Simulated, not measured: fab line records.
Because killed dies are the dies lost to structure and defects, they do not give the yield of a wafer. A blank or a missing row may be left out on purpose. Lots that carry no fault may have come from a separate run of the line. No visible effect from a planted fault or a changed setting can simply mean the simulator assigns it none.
fab line records ; flow nandHarc
[record] lots = 6; wafers = 18; lastDay = 32
route steps=1302 shown A_CHANNEL_FILL_D2@633 A_STAIRCASE@639
lots that met no fault: taken from a fault-free run of the same line
startH: the number of hours between the record's first day and the start of the first shown wafer of the lot ; waitH: how many hours have passed since the lot's step before this one ; " unchanged from the row above ; L1.1+2: a row that stands for several wafers ; - no value present, or no start provided ; * or withheld: withheld ; < > ~ a bound
route shown NAME@n: names a module that has steps shown in the file, with the first one's number in the route ; usual: average and standard deviation across the fault-free wafers ; same: alike in all rows ; chamber/n: place in a boat ; sites: the reading at each site ; _std_site: standard deviation of those values ; _edge_site: the outer-site mean with the inner-site mean subtracted ; radiusMm: how far each site lies from the wafer's centre ; mask NAME#n: copy n ; behind: the tool/chamber that last shaped the wafer ; hold: what put the lot on hold/how long, in hours/how the hold closed ; device: the n, p or np transistor that did not switch ; end of line: the route-end tests of the same wafers ; for a step that has no rows: nothing shown but its recipe ; killed: not the wafer's yield, but the dies lost to structure and defects at the first sort ; map: a wafer's dies, x killed, . not, _ none there
set.NAME: the setting as run; set.NAME@STEP: as run at that earlier step ; model.NAME: the simulator's own value behind a step, which no gauge read
a table for each step, a row for each wafer; lots at some steps of the route
services: a tool's chamber out of use, with start hour (startH, from the record's first day; less than 0 if before it), hours out, and reason
[[steps]]
[step NHARC_A_CHANNEL_FILL_D2_CMP_10]
[recipe] targetThkNm = 150
[usual] edgeZonePressureFrac = 1.000/0.0052; motorCurrentA = 12.3/0.8; slurryFlowMlMin = 149.9/0.46; timeToEndpointS = 15.2/2.1
lot.wafer;tool;chamber;startH;waitH;edgeZonePressureFrac;motorCurrentA;slurryFlowMlMin;timeToEndpointS
L913.4;cmp-03;2;390.41;0.4;1.001;10.6;150.3;17.5
L913.2;cmp-03;0;390.41;0.4;0.998;13.5;149.7;16.3
L913.5;cmp-03;2;390.41;0.4;1.000;10.2;149.9;17.4
L914.3;cmp-04;1;390.41;0.4;0.998;12.6;149.5;13.8
L914.2;cmp-04;3;390.41;0.4;1.011;12.1;149.4;13.2
L914.6;cmp-04;2;390.41;0.4;0.992;12.7;149.8;14.8
L923.4;cmp-04;0;494.93;0.4;0.992;12.7;149.4;17.3
L923.1;cmp-04;1;494.93;0.4;1.005;12.9;149.9;16.2
L923.5;cmp-04;1;494.93;0.4;1.007;12.5;151.0;19.2
L925.3;cmp-03;3;494.93;0.4;0.995;11.2;150.4;14.7
L925.4;cmp-03;0;494.93;0.4;1.003;13.6;150.6;14.9
L925.6;cmp-03;0;494.93;0.4;1.009;13.6;149.8;15.1
L927.4;cmp-02;1;531.91;0.4;0.997;12.5;150.1;16.5
L927.2;cmp-02;3;531.91;0.4;1.002;12.8;149.2;18.6
L927.6;cmp-02;2;531.91;0.4;0.994;11.7;149.9;16.1
L928.3;cmp-03;3;540.67;0.4;1.002;11.6;150.1;17.1
L928.6;cmp-03;3;540.67;0.4;1.001;11.2;149.3;14.7
L928.5;cmp-03;0;540.67;0.4;0.997;12.4;150.0;14.7
[step NHARC_A_CHANNEL_FILL_D2_SRD_12]
[step NHARC_A_CHANNEL_FILL_D2_RTA_24]
[recipe] tempC = 1000; timeS = 5
[usual] annealTempCMax = 1004.8/0.81; lampPowerPct = 26.0/2.3; lamp_zone_2_pct = 26.0/2.3; wafer_temp_C_max = 1003.9/1
lot.wafer;tool;chamber;startH;waitH;annealTempCMax;lampPowerPct;lamp_zone_2_pct;wafer_temp_C_max
L914.2;rtpAnneal-02;0;390.86;0.1;1003.6;24.1;24.0;1004.5
L914.3;rtpAnneal-02;0;390.86;0.1;1005.2;24.0;24.1;1003.4
L914.6;rtpAnneal-02;0;390.86;0.1;1004.7;24.1;24.1;1004.7
L913.2;rtpAnneal-02;0;391.02;0.2;1006.7;24.1;24.1;1003.7
L913.4;rtpAnneal-02;0;391.02;0.2;1005.2;24.1;24.1;1006.4
L913.5;rtpAnneal-02;0;391.02;0.2;1004.4;24.0;24.1;1003.9
L923.1;rtpAnneal-02;0;495.35;0.0;1004.6;24.0;24.1;1006.1
L923.4;rtpAnneal-02;0;495.35;0.0;1005.0;24.1;24.1;1004.4
L923.5;rtpAnneal-02;0;495.35;0.0;1004.8;24.1;24.1;1004.6
L925.3;rtpAnneal-01;0;495.41;0.1;1006.5;28.8;28.8;1002.7
L925.4;rtpAnneal-01;0;495.41;0.1;1005.3;28.8;28.8;1002.2
L925.6;rtpAnneal-01;0;495.41;0.1;1004.6;28.7;28.8;1003.8
L927.2;rtpAnneal-02;0;532.35;0.1;1005.6;24.1;24.1;1004.1
L927.4;rtpAnneal-02;0;532.35;0.1;1005.4;24.1;24.1;1003.4
L927.6;rtpAnneal-02;0;532.35;0.1;1003.3;24.1;24.1;1004.1
L928.3;rtpAnneal-01;0;541.23;0.2;1005.1;28.7;28.7;1003.1
L928.5;rtpAnneal-01;0;541.23;0.2;1005.5;28.7;28.7;1002.5
L928.6;rtpAnneal-01;0;541.23;0.2;1005.0;28.7;28.8;1003.0
[step NHARC_A_CHANNEL_FILL_D2_INSPECT_13]
[usual] rawDefectCount = 385/110
lot.wafer;tool;chamber;startH;waitH;rawDefectCount
L914.2;defectInspect-01;-;391.02;0.1;591
L914.3;defectInspect-01;-;391.02;0.1;296
L914.6;defectInspect-01;-;391.02;0.1;466
L913.2;defectInspect-01;-;391.19;0.1;368
L913.4;defectInspect-01;-;391.19;0.1;277
L913.5;defectInspect-01;-;391.19;0.1;317
L923.1;defectInspect-02;-;495.54;0.2;518
L923.4;defectInspect-02;-;495.54;0.2;401
L923.5;defectInspect-02;-;495.54;0.2;732
L925.3;defectInspect-01;-;495.55;0.1;475
L925.4;defectInspect-01;-;495.55;0.1;410
L925.6;defectInspect-01;-;495.55;0.1;452
L927.2;defectInspect-02;-;532.52;0.1;303
L927.4;defectInspect-02;-;532.52;0.1;341
L927.6;defectInspect-02;-;532.52;0.1;326
L928.3;defectInspect-01;-;541.37;0.1;270
L928.5;defectInspect-01;-;541.37;0.1;450
L928.6;defectInspect-01;-;541.37;0.1;585
[step NHARC_A_STAIRCASE_DEP_156]
[recipe] targetThkA = 500; tempC = 400; targetThkNm = 50; flowSccm = 200; rfW = 450; material = SiNx
[usual] heaterPowerW = 693/85
lot.wafer;tool;chamber;startH;waitH;heaterPowerW
L914.3;pecvd-02;2;391.09;0.1;876
L914.2;pecvd-02;1;391.09;0.1;685
L914.6;pecvd-02;0;391.09;0.1;688
L913.2;pecvd-02;2;391.26;0.1;841
L913.5;pecvd-02;2;391.26;0.1;825
L913.4;pecvd-02;0;391.26;0.1;642
L923.1;pecvd-04;2;495.61;0.1;708
L923.4;pecvd-04;2;495.61;0.1;698
L923.5;pecvd-04;0;495.61;0.1;695
L925.3;pecvd-02;1;495.67;0.1;725
L925.4;pecvd-02;2;495.67;0.1;903
L925.6;pecvd-02;0;495.67;0.1;650
L927.2;pecvd-03;1;532.62;0.1;593
L927.6;pecvd-03;1;532.62;0.1;581
L927.4;pecvd-03;2;532.62;0.1;640
L928.3;pecvd-04;0;541.47;0.1;669
L928.5;pecvd-04;2;541.47;0.1;664
L928.6;pecvd-04;1;541.47;0.1;592
[step NHARC_A_STAIRCASE_DEHYDRATE_158]
[recipe] tempC = 150; timeS = 120
[step NHARC_A_STAIRCASE_HMDS_159]
[recipe] timeS = 30
[step NHARC_A_STAIRCASE_COAT_160]
[recipe] spinRpm = 1200
[step NHARC_A_STAIRCASE_SOFTBAKE_161]
[recipe] tempC = 135; timeS = 170
[step NHARC_A_STAIRCASE_EBR_162]
[step NHARC_A_STAIRCASE_EXPOSE_163]
[recipe] na = 0.5; doseMj = 20.01; maskId = STAIR_OPEN
[usual] exposureDoseMJCm2 = 20.007/0.019; focusOffsetNm = -0.3/0.51
lot.wafer;tool;chamber;startH;waitH;mask;exposureDoseMJCm2;focusOffsetNm
L914.2;krfScanner-02;-;391.70;-;STAIR_OPEN#0;-;-
L914.3;krfScanner-02;-;391.70;-;STAIR_OPEN#0;-;-
L914.6;krfScanner-02;-;391.70;-;STAIR_OPEN#0;-;-
L913.2;krfScanner-04;-;391.87;-;STAIR_OPEN#0;-;-
L913.4;krfScanner-04;-;391.87;-;STAIR_OPEN#0;-;-
L913.5;krfScanner-04;-;391.87;-;STAIR_OPEN#0;-;-
L923.1;krfScanner-02;0;496.09;-;STAIR_OPEN#0;19.979;-0.7
L923.4;krfScanner-02;0;496.09;-;STAIR_OPEN#0;20.013;-0.5
L923.5;krfScanner-02;0;496.09;-;STAIR_OPEN#0;19.995;-0.4
L925.3;krfScanner-01;0;496.26;-;STAIR_OPEN#0;20.014;-1.0
L925.4;krfScanner-01;0;496.26;-;STAIR_OPEN#0;20.038;-0.2
L925.6;krfScanner-01;0;496.26;-;STAIR_OPEN#0;20.027;-0.1
L927.2;krfScanner-04;0;533.20;-;STAIR_OPEN#0;20.004;0.1
L927.4;krfScanner-04;0;533.20;-;STAIR_OPEN#0;20.005;0.4
L927.6;krfScanner-04;0;533.20;-;STAIR_OPEN#0;20.016;0.0
L928.3;krfScanner-04;0;542.06;-;STAIR_OPEN#0;19.978;-0.5
L928.5;krfScanner-04;0;542.06;-;STAIR_OPEN#0;20.010;-1.1
L928.6;krfScanner-04;0;542.06;-;STAIR_OPEN#0;20.013;-0.1
[step NHARC_A_STAIRCASE_PEB_164]
[recipe] pebTempC = 115; pebTimeS = 130
[[services]]
tool;chamber;startH;hours;kind
pecvd-03;0;367.72;5.1;repair
rtpAnneal-01;-;372.00;12.0;pm
cmp-03;-;372.63;1.5;repair
pecvd-03;0;379.88;7.6;repair
pecvd-03;1;387.31;5.2;repair
cmp-02;-;392.45;10.8;repair
pecvd-04;2;399.33;13.2;repair
cmp-04;-;405.15;4.0;pm
krfScanner-04;-;405.59;0.9;repair
pecvd-02;-;408.18;13.0;pm
cmp-04;-;426.74;0.7;repair
cmp-04;-;436.28;2.9;repair
krfScanner-02;-;438.00;4.0;pm
pecvd-04;-;450.17;13.0;pm
cmp-04;-;452.92;2.4;repair
cmp-03;-;456.00;4.0;pm
cmp-03;-;497.98;2.1;repair
cmp-04;-;498.01;2.4;repair
cmp-04;-;503.15;4.0;pm
krfScanner-02;-;509.38;4.8;repair
pecvd-02;-;510.23;2.5;repair
cmp-03;-;514.97;10.9;repair
krfScanner-04;-;526.00;4.0;pm
krfScanner-02;-;539.19;0.4;repair
[[key]]
[firstSign] step = NHARC_A_STAIRCASE_EXPOSE_163; reading = toolRecord; direction = missing
effect none on later readings
metAt NHARC_A_STAIRCASE_EXPOSE_163
struckWafers L913.2,L913.4,L913.5,L914.2,L914.3,L914.6
laterRowsLeftOut L913.2,L913.4,L913.5,L914.2,L914.3,L914.6
sortLeftOut L913.2,L913.4,L913.5,L914.2,L914.3,L914.6
testerLeftOut L913,L914
[fault] kind = skippedStepWhole; tool = krfScanner-02,krfScanner-04; chamber = -; onsetH = 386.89; steps = NHARC_A_STAIRCASE_EXPOSE_163; scope = struckLotsOnly
// testerLeftOut: of these lots the tester's yield and bins aren't shown, on N5 and GAA mostly nor the transistor test; their killed dies are dies lost to structure and defects alone, not to doping, threshold or leakage, so they don't give the yield
// sortLeftOut: the simulated sort isn't trusted on such a fault, so these wafers' sort isn't shown, and their yield isn't known
// laterRowsLeftOut: the simulator's readings of these wafers behind a module that went badly wrong aren't trusted and aren't shown, but for the sort
